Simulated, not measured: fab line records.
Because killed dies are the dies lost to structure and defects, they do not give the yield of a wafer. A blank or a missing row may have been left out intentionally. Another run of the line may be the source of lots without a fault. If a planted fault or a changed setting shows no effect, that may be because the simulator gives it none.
fab line records	flow n5Finfet
record: lots: 7	wafers: 21
route steps=1938 shown BEOL_M6@1224 BEOL_M8@1335
startH: start of the lot's first displayed wafer, in hours after the record's first day	waitH: time in hours since the lot's previous step	" unchanged from the row above	L1.1+2: several wafers, shown together as one row	- no value, or no start given	* or withheld: withheld	< > ~ a bound
route shown NAME@n: NAME is a module with steps in the file, n the number in the route of the first one	usual: mean/standard deviation of fault-free wafers	same: alike in all rows	chamber/n: place in a boat	sites: per-site readings	_std_site: how widely they spread, as a standard deviation	_edge_site: inner sites' mean taken away from outer sites' mean	radiusMm: for every site, how far away it sits from the centre of the wafer	mask NAME#n: copy n	behind: the most recent tool/chamber to have shaped the wafer	hold: cause of the lot's hold/its duration in hours/its outcome	device: the transistor (n, p or np) that didn't switch	end of line: tests of these same wafers at the route's end	where a step has no rows: the recipe by itself	killed: at the first sort, the dies lost to defects and structure; wafer yield is something else	map: a wafer's dies, marking killed ones x, the rest . and places with no die _
set.NAME: the setting as run; set.NAME@STEP: as run at that earlier step	model.NAME: the simulator's own value behind a step, which no gauge read
lots whose settings were changed on purpose; a table a step, a row a wafer
== steps ==
step: N5_BEOL_M6_EXPOSE_25
recipe: maskId: V5	na: 0.33	sourceShape: annular	sigmaInner: 0.4	sigmaOuter: 0.8	polarization: unpolarized	targetCdNm: 40	doseMj: 45
lot.wafer	tool	chamber	startH	waitH	mask	set.doseMj
L076.3+4+6	euvScanner-02	0	202.10	-	V5#0	45
L079.1+4+6	euvScanner-01	0	206.17	-	V5#0	45
L086.1+2	euvScanner-01	0	263.11	-	V5#0	42.85
L086.3	"	0	"	"	V5#0	45
L091.1+2	euvScanner-02	0	305.19	-	V5#0	44.1
L091.4	"	0	"	"	V5#0	45
L094.1+2+6	euvScanner-02	0	310.90	-	V5#0	45
L092.2	euvScanner-02	0	325.31	-	V5#0	42.73
L092.4+6	"	0	"	"	V5#0	45
L096.1+6	euvScanner-01	0	331.24	-	V5#0	48.29
L096.2	"	0	"	"	V5#0	45
step: N5_BEOL_M6_PEB_26
recipe: pebTempC: 100	pebTimeS: 60	resist: CAR-EUV
step: N5_BEOL_M6_DEVELOP_27
recipe: developTimeS: 30	developer: TMAH	resist: CAR-EUV	rinseLiquid: surfactantRinse	dry: airSpin	devTempC: 23
step: N5_BEOL_M6_CD_MEAS_28
recipe: targetCdNm: 40	landingEnergyEv: 500	detector: seInlens
usual: cdNm: 40.02/0.3
lot.wafer	tool	chamber	startH	waitH	set.doseMj@BEOL_M6_EXPOSE_25	cdNm
L076.3	cdSem-02	0	202.22	-	45	40.32
L076.4	"	0	"	"	45	39.67
L076.6	"	0	"	"	45	39.84
L079.1	cdSem-02	0	206.31	-	45	40.02
L079.4	"	0	"	"	45	40.00
L079.6	"	0	"	"	45	40.01
L086.1	cdSem-03	0	263.24	-	42.85	38.99
L086.2	"	0	"	"	42.85	39.32
L086.3	"	0	"	"	45	40.13
L091.1	cdSem-03	0	305.33	-	44.1	39.33
L091.2	"	0	"	"	44.1	39.62
L091.4	"	0	"	"	45	39.68
L094.1	cdSem-01	0	311.03	-	45	39.73
L094.2	"	0	"	"	45	39.95
L094.6	"	0	"	"	45	39.56
L092.2	cdSem-01	0	325.44	-	42.73	39.17
L092.4	"	0	"	"	45	40.27
L092.6	"	0	"	"	45	40.08
L096.1	cdSem-03	0	331.37	-	48.29	41.45
L096.2	"	0	"	"	45	39.80
L096.6	"	0	"	"	48.29	41.82
step: N5_BEOL_M6_DESCUM_33
recipe: chemistry: O2	timeS: 7	sourcePowerW: 50	biasPowerW: 20	pressureMtorr: 20	rfFrequencyHz: 2.712e+07	tempC: 40	resist: CAR-EUV	o2FlowSccm: 225
lot.wafer	tool	chamber	startH	waitH	set.doseMj@BEOL_M6_EXPOSE_25	model.BEOL_M6.cdNm
L076.3+4+6	rieDiel-05	3,0,1	202.34	0.0	45	40
L079.1+4	rieDiel-01	2	206.80	0.4	45	40.2
L079.6	"	3	"	"	45	39.8
L086.1+2	rieDiel-01	2,0	263.72	0.4	42.85	39
L086.3	"	3	"	"	45	40
L091.1	rieDiel-02	2	305.45	0.0	44.1	39.4
L091.2	"	0	"	"	44.1	39.6
L091.4	"	1	"	"	45	39.8
L094.1+2+6	rieDiel-01	1,0,3	311.27	0.1	45	39.6
L092.2	rieDiel-02	3	325.73	0.2	42.73	39.2
L092.4	"	2	"	"	45	40.2
L092.6	"	2	"	"	45	40
L096.1	rieDiel-02	0	331.50	0.0	48.29	41.4
L096.2	"	2	"	"	45	40
L096.6	"	3	"	"	48.29	41.8
step: N5_BEOL_M6_ETCH_72
recipe: chemistry: N2/H2	target: underlayer	targetDepthA: 65	maskMaterial: CAR-EUV	timeS: 5.2	ionEnergyEv: 200	pressureMtorr: 30	sourceW: 840	biasW: 150	n2FlowSccm: 200	h2FlowSccm: 200	ends: cleared
lot.wafer	tool	chamber	startH	waitH	set.doseMj@BEOL_M6_EXPOSE_25	model.BEOL_M6.cdNm
L076.3+6	rieDiel-05	3,1	202.37	0.0	45	40
L076.4	"	0	"	"	45	40.2
L079.1+4	rieDiel-01	2	206.83	0.0	45	40.2
L079.6	"	3	"	"	45	40
L086.1+2	rieDiel-01	2,0	263.76	0.0	42.85	38.8
L086.3	"	3	"	"	45	40
L091.1	rieDiel-02	2	305.49	0.0	44.1	39.6
L091.2	"	0	"	"	44.1	39.4
L091.4	"	1	"	"	45	40
L094.1+6	rieDiel-01	1,3	311.30	0.0	45	39.6
L094.2	"	0	"	"	45	39.4
L092.2	rieDiel-02	3	325.77	0.0	42.73	39.2
L092.4	"	2	"	"	45	40.4
L092.6	"	2	"	"	45	40.2
L096.1	rieDiel-02	0	331.53	0.0	48.29	41.4
L096.2	"	2	"	"	45	40
L096.6	"	3	"	"	48.29	41.8
step: N5_BEOL_M6_ETCH_65
recipe: chemistry: CF4	target: SiARC	targetDepthA: 156	maskMaterial: CAR-EUV	timeS: 26	ionEnergyEv: 80	pressureMtorr: 40	sourceW: 545	biasW: 36	Ar_flow_sccm: 100	cf4FlowSccm: 100	ends: cleared
lot.wafer	tool	chamber	startH	waitH	set.doseMj@BEOL_M6_EXPOSE_25	model.BEOL_M6.cdNm
L076.3+4	rieDiel-05	3,0	202.39	0.0	45	40
L076.6	"	1	"	"	45	39.8
L079.1+4	rieDiel-01	2	206.85	0.0	45	40
L079.6	"	3	"	"	45	39.8
L086.1+2	rieDiel-01	2,0	263.77	0.0	42.85	38.8
L086.3	"	3	"	"	45	40.2
L091.1	rieDiel-02	2	305.50	0.0	44.1	39.6
L091.2	"	0	"	"	44.1	39.4
L091.4	"	1	"	"	45	40
L094.1	rieDiel-01	1	311.32	0.0	45	39.4
L094.2	"	0	"	"	45	39.6
L094.6	"	3	"	"	45	39.8
L092.2	rieDiel-02	3	325.79	0.0	42.73	39.2
L092.4	"	2	"	"	45	40.4
L092.6	"	2	"	"	45	40.2
L096.1	rieDiel-02	0	331.55	0.0	48.29	41.4
L096.2	"	2	"	"	45	40.2
L096.6	"	3	"	"	48.29	41.8
step: N5_BEOL_M6_TRENCH_ETCH_37
recipe: chemistry: C4F6/O2	targetDepthA: 944.35	target: SiCOH_lowk	timeS: 31.5	ionEnergyEv: 250	pressureMtorr: 30	sourceW: 345	biasW: 185	Ar_flow_sccm: 300	C4F6_flow_sccm: 10	O2_flow_sccm: 10
usual: rfVppV: 674/13
lot.wafer	tool	chamber	startH	waitH	set.biasW	rfVppV
L076.3	rieDiel-05	3	-	-	185	683
L076.4	"	0	"	"	169.9	611
L076.6	"	1	"	"	169.9	647
L079.1	rieDiel-01	2	-	-	185	680
L079.4	"	2	"	"	185	679
L079.6	"	3	"	"	185	660
L086.1	rieDiel-01	2	-	-	160.2	607
L086.2	"	0	"	"	185	691
L086.3	"	3	"	"	160.2	588
L091.1	rieDiel-02	2	-	-	213.6	734
L091.2	"	0	"	"	185	687
L091.4	"	1	"	"	185	669
L094.1	rieDiel-01	1	-	-	185	684
L094.2	"	0	"	"	169.4	645
L094.6	"	3	"	"	185	659
L092.2	rieDiel-02	3	-	-	185	663
L092.4	"	2	"	"	155.9	574
L092.6	"	2	"	"	185	655
L096.1	rieDiel-02	0	-	-	185	687
L096.2	"	2	"	"	213.1	734
L096.6	"	3	"	"	213.1	740
step: N5_BEOL_M6_ETCH_41
recipe: chemistry: CH3F/O2	target: SiCN	targetDepthA: 297	taperDeg: 2	timeS: 52	ionEnergyEv: 120	maskMaterial: TiN	pressureMtorr: 30	sourceW: 395	biasW: 75	Ar_flow_sccm: 150	CH3F_flow_sccm: 30	O2_flow_sccm: 20
lot.wafer	tool	chamber	startH	waitH	set.timeS	model.etch.depthNm
L076.3	rieDiel-05	3	-	-	52	19.73
L076.4	"	0	"	"	52	20.13
L076.6	"	1	"	"	52	19.71
L079.1	rieDiel-01	2	-	-	52	18.98
L079.4	"	2	"	"	52	18.81
L079.6	"	3	"	"	52	19.3
L086.1	rieDiel-01	2	-	-	55.7	20.44
L086.2	"	0	"	"	52	20.18
L086.3	"	3	"	"	55.7	20.73
L091.1	rieDiel-02	2	-	-	44.05	16.55
L091.2	"	0	"	"	52	19.93
L091.4	"	1	"	"	44.05	15.95
L094.1	rieDiel-01	1	-	-	47.25	17.57
L094.2	"	0	"	"	52	20.31
L094.6	"	3	"	"	47.25	17.53
L092.2	rieDiel-02	3	-	-	41.82	16.25
L092.4	"	2	"	"	41.82	15.67
L092.6	"	2	"	"	52	19.59
L096.1	rieDiel-02	0	-	-	52	19.71
L096.2	"	2	"	"	52	19.24
L096.6	"	3	"	"	52	20.05
step: N5_BEOL_M8_PECVD_70
recipe: material: SiO2	targetThkA: 200	tempC: 400	precursor: TEOS/O2	pressureTorr: 5.5	rfW: 450	teosFlowSccm: 53.8	gas: O2	flowSccm: 3000	timeS: 22.7
lot.wafer	tool	chamber	startH	waitH	set.timeS	model.SiO2_of_BEOL_M8_PECVD_70.thkNm
L076.3+4	pecvd-02	2	213.87	0.0	22.7	19.8
L076.6	"	0	"	"	22.7	20
L079.1	pecvd-01	1	219.17	0.0	22.7	19.6
L079.4	"	0	"	"	22.7	20.2
L079.6	"	0	"	"	22.7	20
L086.1	pecvd-02	0	279.80	0.0	25.1	22.2
L086.2+3	"	2,1	"	"	22.7	20.2
L091.1+4	pecvd-02	2,1	314.91	0.0	22.7	20.2
L091.2	"	1	"	"	22.7	19.8
L094.1	pecvd-01	0	324.25	0.0	22.7	19.8
L094.2+6	"	2,0	"	"	24.4	21.4
L092.2+6	pecvd-04	1	339.78	0.0	22.7	20.2
L092.4	"	0	"	"	22.7	20.4
L096.1	pecvd-04	1	346.79	0.0	22.7	19.6
L096.2+6	"	2,0	"	"	19.6	17.4
step: N5_BEOL_M8_EXPOSE_08
recipe: maskId: M8	na: 1.35	sourceShape: dipole	sigmaInner: 0.817	sigmaOuter: 0.97	polarization: te	doseMj: 68.25
lot.wafer	tool	chamber	startH	waitH	mask	set.doseMj
L076.3+4	arfiScanner-01	0	215.52	-	M8#0	68.25
L076.6	"	0	"	"	M8#0	66.31
L079.1+4+6	arfiScanner-01	0	220.65	-	M8#0	68.25
L086.1	arfiScanner-01	0	281.38	-	M8#0	68.25
L086.2+3	"	0	"	"	M8#0	72.05
L091.1+2	arfiScanner-03	0	315.51	-	M8#0	69.77
L091.4	"	0	"	"	M8#0	68.25
L094.1+2+6	arfiScanner-03	0	326.12	-	M8#0	68.25
L092.2+4+6	arfiScanner-03	0	342.56	-	M8#0	65.4
L096.1	arfiScanner-01	0	348.33	-	M8#0	63.16
L096.2+6	"	0	"	"	M8#0	68.25
step: N5_BEOL_M8_PEB_09
recipe: pebTempC: withheld	pebTimeS: 60	resist: CAR-ArF
step: N5_BEOL_M8_DEVELOP_10
recipe: developTimeS: 30	developer: TMAH	resist: CAR-ArF	rinseLiquid: diw	dry: airSpin	devTempC: 23
step: N5_BEOL_M8_CD_MEAS_11
recipe: targetCdNm: 38.5	landingEnergyEv: 500	detector: seInlens	polarity: opening
usual: cdNm: 38.8/0.55
lot.wafer	tool	chamber	startH	waitH	set.timeS@BEOL_M8_PECVD_70	set.doseMj@BEOL_M8_EXPOSE_08	cdNm
L076.3	cdSem-01	0	215.63	-	22.7	68.25	39.5
L076.4	"	0	"	"	22.7	68.25	38.6
L076.6	"	0	"	"	22.7	66.31	38.0
L079.1	cdSem-03	0	220.78	-	22.7	68.25	38.7
L079.4	"	0	"	"	22.7	68.25	38.5
L079.6	"	0	"	"	22.7	68.25	39.2
L086.1	cdSem-01	0	281.51	-	25.1	68.25	39.2
L086.2	"	0	"	"	22.7	72.05	41.5
L086.3	"	0	"	"	22.7	72.05	42.5
L091.1	cdSem-01	0	315.64	-	22.7	69.77	39.5
L091.2	"	0	"	"	22.7	69.77	39.2
L091.4	"	0	"	"	22.7	68.25	38.4
L094.1	cdSem-03	0	326.25	-	22.7	68.25	39.7
L094.2	"	0	"	"	24.4	68.25	39.1
L094.6	"	0	"	"	24.4	68.25	39.6
L092.2	cdSem-03	0	342.68	-	22.7	65.4	36.0
L092.4	"	0	"	"	22.7	65.4	35.9
L092.6	"	0	"	"	22.7	65.4	36.7
L096.1	cdSem-03	0	348.45	-	22.7	63.16	34.6
L096.2	"	0	"	"	19.6	68.25	38.4
L096.6	"	0	"	"	19.6	68.25	38.6
step: N5_BEOL_M8_DESCUM_16
recipe: chemistry: O2	timeS: 7.9	sourcePowerW: 50	biasPowerW: 20	pressureMtorr: 20	rfFrequencyHz: 2.712e+07	tempC: 40	resist: CAR-ArF	o2FlowSccm: 225
step: N5_BEOL_M8_ETCH_61
recipe: chemistry: CF4	target: SiARC	targetDepthA: 455	maskMaterial: CAR-ArF	timeS: 75.8	ionEnergyEv: 80	pressureMtorr: 40	sourceW: 545	biasW: 36	Ar_flow_sccm: 100	cf4FlowSccm: 100	ends: cleared
lot.wafer	tool	chamber	startH	waitH	set.timeS@BEOL_M8_PECVD_70	set.doseMj@BEOL_M8_EXPOSE_08	model.BEOL_M8.cdOffsetNm
L076.3	rieDiel-05	1	215.75	0.0	22.7	68.25	1.4
L076.4	"	3	"	"	22.7	68.25	0.2
L076.6	"	1	"	"	22.7	66.31	-0.2
L079.1	rieDiel-01	2	220.90	0.0	22.7	68.25	0.6
L079.4+6	"	0	"	"	22.7	68.25	0.4
L086.1	rieDiel-05	2	281.95	0.0	25.1	68.25	0.6
L086.2	"	3	"	"	22.7	72.05	2.8
L086.3	"	1	"	"	22.7	72.05	3.8
L091.1	rieDiel-05	1	315.76	0.0	22.7	69.77	1
L091.2	"	2	"	"	22.7	69.77	0.8
L091.4	"	0	"	"	22.7	68.25	-0.4
L094.1	rieDiel-01	1	326.38	0.0	22.7	68.25	1.2
L094.2	"	0	"	"	24.4	68.25	0.6
L094.6	"	1	"	"	24.4	68.25	1.2
L092.2	rieDiel-02	1	342.82	0.0	22.7	65.4	-2.6
L092.4	"	3	"	"	22.7	65.4	-2.2
L092.6	"	0	"	"	22.7	65.4	-2
L096.1	rieDiel-05	0	348.58	0.0	22.7	63.16	-4.4
L096.2	"	1	"	"	19.6	68.25	-0.2
L096.6	"	3	"	"	19.6	68.25	0.2
step: N5_BEOL_M8_ETCH_62
recipe: chemistry: N2/H2	target: SOC	targetDepthA: 1100	overetchA: 220	maskMaterial: SiARC	tempC: 40	timeS: 165	ionEnergyEv: 200	pressureMtorr: 30	sourceW: 840	biasW: 150	n2FlowSccm: 200	h2FlowSccm: 200
step: N5_BEOL_M8_STRIP_68
recipe: chemistry: N2/H2	tempC: 40	n2FlowSccm: 200	h2FlowSccm: 200	rfFrequencyHz: 6e+07
step: N5_BEOL_M8_HM_OPEN_17
recipe: chemistry: Cl2/BCl3	targetDepthA: 200	overetchA: 60	target: TiN	maskMaterial: SOC	ionEnergyEv: 150	pressureMtorr: 10	icpW: 1000	biasW: 126	Cl2_flow_sccm: 53.25	bcl3FlowSccm: 21.75	Ar_flow_sccm: 25
step: N5_BEOL_M8_STRIP_19
recipe: chemistry: O2	powerW: 400	tempC: 40	pressureMtorr: 30	rfFrequencyHz: 6e+07	biasPowerW: 0	overashFraction: 0.2	o2FlowSccm: 225
step: N5_BEOL_M8_CD_MEAS_18
recipe: pitchNm: 80	targetCdNm: 40
usual: cdNm: 40.3/0.69
lot.wafer	tool	chamber	startH	waitH	set.timeS@BEOL_M8_PECVD_70	set.doseMj@BEOL_M8_EXPOSE_08	cdNm
L076.3	cdSem-01	-	216.18	0.1	22.7	68.25	41.6
L076.4	"	-	"	"	22.7	68.25	40.9
L076.6	"	-	"	"	22.7	66.31	40.2
L079.1	cdSem-02	-	221.33	0.0	22.7	68.25	40.5
L079.4	"	-	"	"	22.7	68.25	40.5
L079.6	"	-	"	"	22.7	68.25	40.2
L086.1	cdSem-03	-	282.37	0.0	25.1	68.25	39.3
L086.2	"	-	"	"	22.7	72.05	42.9
L086.3	"	-	"	"	22.7	72.05	43.6
L091.1	cdSem-02	-	316.19	0.0	22.7	69.77	41.2
L091.2	"	-	"	"	22.7	69.77	40.0
L091.4	"	-	"	"	22.7	68.25	39.6
L094.1	cdSem-02	-	326.81	0.1	22.7	68.25	41.4
L094.2	"	-	"	"	24.4	68.25	40.7
L094.6	"	-	"	"	24.4	68.25	41.7
L092.2	cdSem-03	-	343.28	0.1	22.7	65.4	37.1
L092.4	"	-	"	"	22.7	65.4	38.1
L092.6	"	-	"	"	22.7	65.4	37.9
L096.1	cdSem-02	-	349.00	0.0	22.7	63.16	35.0
L096.2	"	-	"	"	19.6	68.25	39.7
L096.6	"	-	"	"	19.6	68.25	40.0
step: N5_BEOL_M8_COAT_22
recipe: resist: CAR-EUV	spinRpm: 1500	resistThkNm: 30
lot.wafer	tool	chamber	startH	waitH	set.spinRpm	model.CAR-EUV_of_BEOL_M8_COAT_22.thkNm
L076.3+4	lithoTrack-04	0	-	-	1500	30
L076.6	"	0	"	"	1332	31.8
L079.1+6	lithoTrack-01	0	-	-	1500	30
L079.4	"	0	"	"	1500	30.2
L086.1	lithoTrack-04	0	-	-	1602	29.2
L086.2+3	"	0	"	"	1500	30.2
L091.1	lithoTrack-02	0	-	-	1417	30.8
L091.2+4	"	0	"	"	1500	30
L094.1	lithoTrack-02	0	-	-	1500	29.8
L094.2+6	"	0	"	"	1500	30
L092.2+4	lithoTrack-01	0	-	-	1390	31.2
L092.6	"	0	"	"	1500	30
L096.1	lithoTrack-02	0	-	-	1500	30.2
L096.2	"	0	"	"	1569	29.4
L096.6	"	0	"	"	1500	30
step: N5_BEOL_M8_EBR_24
recipe: solvent: PGMEA	ebrWidthMm: 1.5
step: N5_BEOL_M8_SOFTBAKE_23
recipe: tempC: 110	timeS: 60	resist: CAR-EUV
step: N5_BEOL_M8_EXPOSE_25
recipe: maskId: V7	na: 0.33	sourceShape: annular	sigmaInner: 0.4	sigmaOuter: 0.8	polarization: unpolarized	targetCdNm: 40	doseMj: 42.5
step: N5_BEOL_M8_PEB_26
recipe: pebTempC: 100	pebTimeS: 60	resist: CAR-EUV
step: N5_BEOL_M8_DEVELOP_27
recipe: developTimeS: 30	developer: TMAH	resist: CAR-EUV	rinseLiquid: surfactantRinse	dry: airSpin	devTempC: 23
lot.wafer	tool	chamber	startH	waitH	set.spinRpm@BEOL_M8_COAT_22	model.CAR-EUV_of_BEOL_M8_COAT_22.thkNm
L076.3+4	lithoTrack-01	0	-	-	1500	29.6
L076.6	"	0	"	"	1332	31.4
L079.1+4+6	lithoTrack-01	0	-	-	1500	29.6
L086.1	lithoTrack-02	0	-	-	1602	28.8
L086.2+3	"	0	"	"	1500	29.6
L091.1	lithoTrack-01	0	-	-	1417	30.4
L091.2	"	0	"	"	1500	29.6
L091.4	"	0	"	"	1500	29.4
L094.1+2+6	lithoTrack-01	0	-	-	1500	29.4
L092.2	lithoTrack-02	0	-	-	1390	30.8
L092.4	"	0	"	"	1390	30.6
L092.6	"	0	"	"	1500	29.6
L096.1+6	lithoTrack-01	0	-	-	1500	29.6
L096.2	"	0	"	"	1569	28.8
step: N5_BEOL_M8_ETCH_66
recipe: chemistry: N2/H2	target: SOC	targetDepthA: 800	overetchA: 160	maskMaterial: SiARC	tempC: 40	timeS: 120	ionEnergyEv: 200	pressureMtorr: 30	sourceW: 840	biasW: 150	n2FlowSccm: 200	h2FlowSccm: 200
usual: rfVppV: 525.1/2.1
lot.wafer	tool	chamber	startH	waitH	set.biasW	rfVppV
L076.3	rieDiel-05	1	216.69	0.0	150	526.6
L076.4	"	2	"	"	168.8	567.8
L076.6	"	1	"	"	150	525.8
L079.1	rieDiel-05	0	224.49	0.0	150	521.0
L079.4	"	2	"	"	150	526.2
L079.6	"	2	"	"	150	525.3
L086.1	rieDiel-01	0	283.70	0.0	150	529.1
L086.2	"	1	"	"	175.1	583.3
L086.3	"	2	"	"	150	523.5
L091.1	rieDiel-05	2	317.54	0.0	130.6	481.5
L091.2	"	1	"	"	150	527.7
L091.4	"	3	"	"	130.6	479.7
L094.1	rieDiel-05	3	328.31	0.0	157.9	539.7
L094.2	"	1	"	"	157.9	544.7
L094.6	"	1	"	"	150	526.0
L092.2	rieDiel-02	3	345.05	0.0	150	522.7
L092.4	"	2	"	"	157.7	546.1
L092.6	"	1	"	"	157.7	541.7
L096.1	rieDiel-02	0	350.59	0.0	150	523.3
L096.2	"	1	"	"	150	527.5
L096.6	"	3	"	"	166.8	558.9
step: N5_BEOL_M8_STRIP_69
recipe: chemistry: N2/H2	tempC: 40	n2FlowSccm: 200	h2FlowSccm: 200	rfFrequencyHz: 6e+07
step: N5_BEOL_M8_STRIP_73
recipe: chemistry: N2/H2	tempC: 40	n2FlowSccm: 200	h2FlowSccm: 200	rfFrequencyHz: 6e+07
step: N5_BEOL_M8_PRECLEAN_42
recipe: chemistry: residueRemover	timeS: 60	tempC: 40
step: N5_BEOL_M8_SRD_43
recipe: timeS: 30	tempC: 23	rinseLiquid: diw	dry: ipaMarangoni
step: N5_BEOL_M8_CD_MEAS_35
recipe: targetCdNm: 40	polarity: opening
usual: cdNm: 40.4/0.71
lot.wafer	tool	chamber	startH	waitH	set.doseMj@BEOL_M8_EXPOSE_08	cdNm
L076.3	cdSem-03	-	217.19	0.0	68.25	41.5
L076.4	"	-	"	"	68.25	40.3
L076.6	"	-	"	"	66.31	40.1
L079.1	cdSem-02	-	224.99	0.0	68.25	40.5
L079.4	"	-	"	"	68.25	40.8
L079.6	"	-	"	"	68.25	40.3
L086.1	cdSem-03	-	284.21	0.0	68.25	39.4
L086.2	"	-	"	"	72.05	43.0
L086.3	"	-	"	"	72.05	44.0
L091.1	cdSem-03	-	318.04	0.0	69.77	41.6
L091.2	"	-	"	"	69.77	40.6
L091.4	"	-	"	"	68.25	39.4
L094.1	cdSem-01	-	328.81	0.0	68.25	41.6
L094.2	"	-	"	"	68.25	41.2
L094.6	"	-	"	"	68.25	41.9
L092.2	cdSem-03	-	345.55	0.0	65.4	36.9
L092.4	"	-	"	"	65.4	38.3
L092.6	"	-	"	"	65.4	37.7
L096.1	cdSem-02	-	351.09	0.0	63.16	35.6
L096.2	"	-	"	"	68.25	39.7
L096.6	"	-	"	"	68.25	40.1
== key ==
split: step: N5_BEOL_M6_EXPOSE_25	setting: doseMj	stated: 45	by: wafer
response: step: N5_BEOL_M6_CD_MEAS_28	reading: cdNm	change: +0.223	per: 1%	r: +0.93
response: step: N5_BEOL_M6_DESCUM_33	reading: model.BEOL_M6.cdNm	change: +0.204	per: 1%	r: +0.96
response: step: N5_BEOL_M6_ETCH_72	reading: model.BEOL_M6.cdNm	change: +0.227	per: 1%	r: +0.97
response: step: N5_BEOL_M6_ETCH_65	reading: model.BEOL_M6.cdNm	change: +0.222	per: 1%	r: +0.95
split: step: N5_BEOL_M6_TRENCH_ETCH_37	setting: biasW	stated: 185	by: wafer
response: step: N5_BEOL_M6_TRENCH_ETCH_37	reading: rfVppV	change: +4.72	per: 1%	r: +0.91
split: step: N5_BEOL_M6_ETCH_41	setting: timeS	stated: 52	by: wafer
response: step: N5_BEOL_M6_ETCH_41	reading: model.etch.depthNm	change: +0.207	per: 1%	r: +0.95
split: step: N5_BEOL_M8_PECVD_70	setting: timeS	stated: 22.7	by: wafer
response: step: N5_BEOL_M8_PECVD_70	reading: model.SiO2_of_BEOL_M8_PECVD_70.thkNm	change: +0.178	per: 1%	r: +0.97
response: step: N5_BEOL_M8_CD_MEAS_11	reading: cdNm	change: -0.241	per: 1%	r: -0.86
response: step: N5_BEOL_M8_ETCH_61	reading: model.BEOL_M8.cdOffsetNm	change: -0.256	per: 1%	r: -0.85
response: step: N5_BEOL_M8_CD_MEAS_18	reading: cdNm	change: -0.313	per: 1%	r: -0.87
split: step: N5_BEOL_M8_EXPOSE_08	setting: doseMj	stated: 68.25	by: wafer
response: step: N5_BEOL_M8_CD_MEAS_11	reading: cdNm	change: +0.497	per: 1%	r: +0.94
response: step: N5_BEOL_M8_ETCH_61	reading: model.BEOL_M8.cdOffsetNm	change: +0.538	per: 1%	r: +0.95
response: step: N5_BEOL_M8_CD_MEAS_18	reading: cdNm	change: +0.645	per: 1%	r: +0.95
response: step: N5_BEOL_M8_CD_MEAS_35	reading: cdNm	change: +0.61	per: 1%	r: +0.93
split: step: N5_BEOL_M8_COAT_22	setting: spinRpm	stated: 1500	by: wafer
response: step: N5_BEOL_M8_COAT_22	reading: model.CAR-EUV_of_BEOL_M8_COAT_22.thkNm	change: -0.157	per: 1%	r: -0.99
response: step: N5_BEOL_M8_DEVELOP_27	reading: model.CAR-EUV_of_BEOL_M8_COAT_22.thkNm	change: -0.153	per: 1%	r: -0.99
split: step: N5_BEOL_M8_ETCH_66	setting: biasW	stated: 150	by: wafer
response: step: N5_BEOL_M8_ETCH_66	reading: rfVppV	change: +3.38	per: 1%	r: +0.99
